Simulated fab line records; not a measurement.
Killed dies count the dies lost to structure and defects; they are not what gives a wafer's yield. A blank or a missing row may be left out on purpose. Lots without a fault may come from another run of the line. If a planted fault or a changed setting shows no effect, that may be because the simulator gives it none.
Chamber matching	flow n5Finfet	N5_BEOL_M0_ETCH_138 on rieDiel-03 has 4 sister chambers
The step etches SiCN in CH3F/O2, target depth 12 nm, time 31.6 s. 4 wafers are shown with their chamber, then 11 later ones without.

## EACH WAFER AND ITS CHAMBER
wafer	chamber	showerheadPlenumPTorr (Torr)
L083.4	1	1.97
L084.4	2	2.13
L085.5	3	1.97
L088.4	0	1.91

## WAFERS WITH NO CHAMBER GIVEN
wafer	showerheadPlenumPTorr (Torr)
L088.5	1.96
L088.6	2.12
L091.2	1.90
L091.4	1.97
L091.5	1.90
L090.2	2.12
L090.4	1.90
L090.6	2.12
L097.1	1.96
L097.2	2.11
L097.6	2.11

## WHICH CHAMBER EACH WENT THROUGH
wafer	from the rows above	in truth
L088.5	can't be placed: 1 or 3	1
L088.6	2	2
L091.2	0	0
L091.4	can't be placed: 1 or 3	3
L091.5	0	0
L090.2	2	2
L090.4	0	0
L090.6	2	2
L097.1	can't be placed: 1 or 3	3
L097.2	2	2
L097.6	2	2
8 of 11 placed correctly. Can't be placed from these rows: 3 (the true chamber is among the candidates in 3). Placed wrongly: 0.
How it was worked out, from the rows above alone: a wafer's distance from a chamber is the root of the sum, over the readings, of the square of ((its reading less the chamber's mean) divided by the reading's scatter). If the next closest chamber is less than 2 further off than the closest, the wafer can't be placed; otherwise it belongs to the closest. For every chamber, the mean is computed from those of its wafers that are shown. The scatter (one wafer shown for each chamber): square how far every hidden wafer sits from the nearest shown wafer, average those squares and take the square root.
